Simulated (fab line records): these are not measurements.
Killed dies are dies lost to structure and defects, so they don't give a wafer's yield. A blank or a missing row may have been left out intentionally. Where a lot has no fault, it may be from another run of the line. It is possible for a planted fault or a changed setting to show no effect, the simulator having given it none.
Which tool did it? -- flow nand harc -- 7 lots with 19 wafers sampled at 4 steps, on a route of 1302 steps

## WHAT THE GAUGES READ, wafer by wafer
NHARC_A_ONON_D2_THK_MEAS_18: measures by ellipsometry.
lot,measured,on,thk nm (nm)
L347,day 13 14:19,film metro-02,1003 1004 1003
L351,day 14 00:29,film metro-02,1002 1002 1001
L355,day 16 09:54,film metro-02,1018 1018 1015
L357,day 16 09:56,film metro-02,985 985 984
L363,day 19 16:33,film metro-02,1125 994
L366,day 20 11:32,film metro-02,1001 1129
L370,day 22 09:58,film metro-02,1001 999 1000

## TOOL THAT RAN EACH LOT (tool first, then ch and the chambers of the sampled wafers, then the start)
lot,NHARC_A_CHANNEL_FILL_D1_ALD_15,NHARC_A_CHANNEL_FILL_D1_CMP_10,NHARC_A_ONON_D2_DEP_16
L347,"ald sin batch-02 ch 0, day 11 13:23 or earlier","cmp-03 ch 1,2,3, day 11 13:23","pecvd onon-01 ch 0, day 13 13:55"
L351,"ald sin batch-03 ch 0, day 12 07:30 or earlier","cmp-04 ch 0,1,2, day 12 07:30","pecvd onon-01 ch 0, day 13 23:59"
L355,"ald sin batch-03 ch 0, day 14 07:53 or earlier","cmp-01 ch 1,2,3, day 14 07:53","pecvd onon-03 ch 0, day 16 09:24"
L357,"ald sin batch-03 ch 0, day 14 13:17 or earlier","cmp-04 ch 0,1,2, day 14 13:17","pecvd onon-04 ch 0, day 16 09:25"
L363,"ald sin batch-02 ch 0, day 15 21:17","cmp-01 ch 2,3, day 17 11:01","pecvd onon-03 ch 0, day 19 16:10"
L366,"ald sin batch-02 ch 0, day 18 15:32 or earlier","cmp-03 ch 0, day 18 15:32","pecvd onon-03 ch 0, day 20 11:05"
L370,"ald sin batch-02 ch 0, day 20 09:28 or earlier","cmp-04 ch 1,2,3, day 20 09:28","pecvd onon-01 ch 0, day 22 09:28"
- NHARC_A_CHANNEL_FILL_D1_ALD_15: deposits SiNx, target thk 2 nm, pulse time 60 s, ald cycles 19.
- NHARC_A_CHANNEL_FILL_D1_CMP_10: polishes, target thk 150 nm.
- NHARC_A_ONON_D2_DEP_16: target thk 1000 nm.

## THE ANSWER, worked out from the rows above alone
Rule: usual is defined by the lots themselves. Put in order of their means at a reading, lots are off if they are a third of the lots or fewer, leave a main group of 4 or more, and stand apart from it by a gap of 3 or more times the standard deviation of the main group's means; of several such gaps the widest counts. The tables above print the reading to a certain number of digits; a main group whose means all agree to those digits is not used. A lot without any number at a reading at which 4 lots or more have one is off too. Where the step has rows for the other lots, those lots are counted as sound.
Off: L363, L366 (NHARC_A_ONON_D2_THK_MEAS_18, thk nm). Mean 1001 nm and standard deviation 10 in the main group.
A tool fits if, at a process step before that reading, it ran every lot that is off, and no sound lot after the first of them. The gauges at NHARC_A_ONON_D2_THK_MEAS_18 are tried like those tools. NHARC_A_CHANNEL_FILL_D1_ALD_15 gives no start for some lots, so the hours and the order of its lots are those of NHARC_A_CHANNEL_FILL_D1_CMP_10. One fits: pecvd onon-03 at NHARC_A_ONON_D2_DEP_16. Its last sound lot is L355 (day 16 09:24), its first lot that is off L363 (day 19 16:10): a fault that began between those two fits.

## WHAT THE SIMULATOR HAD INSERTED
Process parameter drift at NHARC_A_ONON_D2_DEP_16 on pecvd onon-03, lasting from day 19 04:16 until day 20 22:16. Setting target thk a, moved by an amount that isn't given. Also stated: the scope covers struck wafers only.
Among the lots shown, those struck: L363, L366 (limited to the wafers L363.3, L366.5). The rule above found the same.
